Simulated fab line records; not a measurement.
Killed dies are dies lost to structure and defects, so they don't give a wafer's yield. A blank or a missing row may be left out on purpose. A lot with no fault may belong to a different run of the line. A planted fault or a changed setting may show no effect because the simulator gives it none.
What tool caused it? :: flow nand_harc :: Sampling: 12 lots, 36 wafers, 4 of 1159 route steps

## WHAT THE GAUGES SHOWED, per wafer
NHARC_P_BONDPAD_THK_MEAS_33: measures by ellipsometry.
lot: L075
measured: day 6 17:59
on: film_metro-01
thk_nm (nm): 199.2 200.7 199.8

lot: L078
measured: day 7 10:30
on: film_metro-01
thk_nm (nm): 201.2 201.3 200.2

lot: L079
measured: day 7 16:41
on: film_metro-02
thk_nm (nm): 199.6 198.7 198.3

lot: L080
measured: day 7 22:28
on: film_metro-02
thk_nm (nm): 201.7 199.7 198.1

lot: L082
measured: day 8 13:44
on: film_metro-01
thk_nm (nm): 201.5 198.4 199.5

lot: L086
measured: day 9 20:48
on: film_metro-01
thk_nm (nm): 199.7 199.8 199.2

lot: L084
measured: day 10 03:17
on: film_metro-02
thk_nm (nm): 199.1 200.6 197.8

lot: L088
measured: day 10 10:20
on: film_metro-02
thk_nm (nm): 200.3 200.8 198.4

lot: L093
measured: day 10 22:35
on: film_metro-02
thk_nm (nm): 200.0 197.8 198.9

lot: L091
measured: day 11 00:05
on: film_metro-02
thk_nm (nm): 200.9 198.2 200.9

lot: L096
measured: day 11 18:05
on: film_metro-01
thk_nm (nm): 202.5 199.8 199.0

lot: L097
measured: day 11 22:31
on: film_metro-02
thk_nm (nm): 202.8 201.1 200.8

## WHICH TOOL RAN EACH LOT (tool, then ch and the chambers of the sampled wafers, then the start)
lot: L075
NHARC_P_M2_ETCH_15: rie_diel-06 ch 0,1, day 6 16:55 or earlier
NHARC_P_M2_DEP_33: pecvd-02 ch 0,2, day 6 16:55
NHARC_P_BONDPAD_CMP_32: cmp-01 ch 0,3, day 6 17:44

lot: L078
NHARC_P_M2_ETCH_15: rie_diel-06 ch 0,1,3, day 7 09:25 or earlier
NHARC_P_M2_DEP_33: pecvd-04 ch 0,1,2, day 7 09:25
NHARC_P_BONDPAD_CMP_32: cmp-01 ch 1,2, day 7 10:15

lot: L079
NHARC_P_M2_ETCH_15: rie_diel-06 ch 0,1,2, day 7 15:37 or earlier
NHARC_P_M2_DEP_33: pecvd-04 ch 0,1,2, day 7 15:37
NHARC_P_BONDPAD_CMP_32: cmp-03 ch 0,1,2, day 7 16:26

lot: L080
NHARC_P_M2_ETCH_15: rie_diel-06 ch 0,1, day 7 21:28 or earlier
NHARC_P_M2_DEP_33: pecvd-03 ch 0,1, day 7 21:28
NHARC_P_BONDPAD_CMP_32: cmp-02 ch 0,3, day 7 22:14

lot: L082
NHARC_P_M2_ETCH_15: rie_diel-11 ch 0,2, day 8 12:42 or earlier
NHARC_P_M2_DEP_33: pecvd-04 ch 1,2, day 8 12:42
NHARC_P_BONDPAD_CMP_32: cmp-03 ch 2,3, day 8 13:29

lot: L086
NHARC_P_M2_ETCH_15: rie_diel-06 ch 0,1, day 9 19:42 or earlier
NHARC_P_M2_DEP_33: pecvd-02 ch 0,1,2, day 9 19:42
NHARC_P_BONDPAD_CMP_32: cmp-01 ch 0,2, day 9 20:33

lot: L084
NHARC_P_M2_ETCH_15: rie_diel-06 ch 0,2,3, day 10 02:13 or earlier
NHARC_P_M2_DEP_33: pecvd-04 ch 0,1,2, day 10 02:13
NHARC_P_BONDPAD_CMP_32: cmp-03 ch 0,1,3, day 10 03:01

lot: L088
NHARC_P_M2_ETCH_15: rie_diel-11 ch 0,1,3, day 10 09:15 or earlier
NHARC_P_M2_DEP_33: pecvd-04 ch 0,1, day 10 09:15
NHARC_P_BONDPAD_CMP_32: cmp-03 ch 0,1,3, day 10 10:05

lot: L093
NHARC_P_M2_ETCH_15: rie_diel-06 ch 0,1, day 10 21:23 or earlier
NHARC_P_M2_DEP_33: pecvd-03 ch 1,2, day 10 21:23
NHARC_P_BONDPAD_CMP_32: cmp-02 ch 1,3, day 10 22:19

lot: L091
NHARC_P_M2_ETCH_15: rie_diel-06 ch 0,1,2, day 10 23:09 or earlier
NHARC_P_M2_DEP_33: pecvd-04 ch 0,1,2, day 10 23:09
NHARC_P_BONDPAD_CMP_32: cmp-02 ch 1,2, day 10 23:49

lot: L096
NHARC_P_M2_ETCH_15: rie_diel-02 ch 0,2,3, day 11 16:49 or earlier
NHARC_P_M2_DEP_33: pecvd-04 ch 0,1, day 11 16:49
NHARC_P_BONDPAD_CMP_32: cmp-02 ch 0,1,3, day 11 17:52

lot: L097
NHARC_P_M2_ETCH_15: rie_diel-06 ch 0,1,3, day 11 21:23 or earlier
NHARC_P_M2_DEP_33: pecvd-03 ch 0, day 11 21:23
NHARC_P_BONDPAD_CMP_32: cmp-03 ch 0,1,2, day 11 22:16
- NHARC_P_M2_ETCH_15: etches the open film in C4F8/Ar, target depth 182.5 nm, time 91.2 s.
- NHARC_P_M2_DEP_33: deposits SiCN, target thk 30 nm.
- NHARC_P_BONDPAD_CMP_32: polishes SiCN, target thk 200 nm.

## THE ANSWER, worked out from the rows above alone
Rule: the lots themselves supply what counts as usual. Put in order of their means at a reading, lots are off if they are a third of the lots or fewer, leave a main group of 4 or more, and stand apart from it by a gap of 3 or more times the standard deviation of the main group's means; of several such gaps the widest counts. The tables above print the reading to a certain number of digits; a main group whose means all agree to those digits is not used. Also off: a lot with no number at a reading for which 4 or more lots have one. All remaining lots with rows at the step are treated as sound.
No lot is off on any of the readings shown, so nothing can be concluded from this.

## WHAT WAS PUT IN BY THE SIMULATOR
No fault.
